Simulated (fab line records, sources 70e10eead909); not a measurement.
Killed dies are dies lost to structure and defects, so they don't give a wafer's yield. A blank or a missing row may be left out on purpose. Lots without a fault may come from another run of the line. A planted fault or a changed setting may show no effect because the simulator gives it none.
Which tool did it? | flow nand_harc | 12 lots, 36 wafers sampled, at 1 step of a route of 1302

WHAT THE GAUGES READ, wafer by wafer
NHARC_A_M0_INSPECT_27.
lot  | measured     | on                | raw_defect_count
L076 | day 23 06:50 | defect_inspect-01 | 492 495 505
L077 | day 24 02:29 | defect_inspect-01 | 695 717 716
L079 | day 24 18:48 | defect_inspect-02 | 706 873 472
L081 | day 26 04:20 | defect_inspect-01 | 620 562 695
L083 | day 27 01:14 | defect_inspect-01 | 353 494 417
L085 | day 28 00:05 | defect_inspect-01 | 551 558 478
L086 | day 28 11:07 | defect_inspect-01 | 835 689 517
L088 | day 28 19:47 | defect_inspect-01 | 563 465 428
L092 | day 30 04:20 | defect_inspect-02 | 567 666 451
L093 | day 31 00:45 | defect_inspect-02 | 590 548 292
L096 | day 31 13:31 | defect_inspect-01 | 630 494 796
L097 | day 33 16:45 | defect_inspect-01 | 494 794 583

WHICH TOOL RAN EACH LOT (tool, then ch and the chambers of the sampled wafers, then the start)
The record holds no process step before these readings.

THE ANSWER, worked out from the rows above alone
Rule: what is usual is taken from the lots themselves. Put in order of their means at a reading, lots are off if they are a third of the lots or fewer, leave a main group of 4 or more, and stand apart from it by a gap of 3 or more times the standard deviation of the main group's means; of several such gaps the widest counts. A main group whose means are all the same, to the digits that the tables above print for the reading, isn't used. A lot without any number at a reading at which 4 lots or more have one is off too. The other lots that the step has rows for count as sound.
No lot is off at any reading shown: from this, nothing can be told.

WHAT THE SIMULATOR HAD PUT IN
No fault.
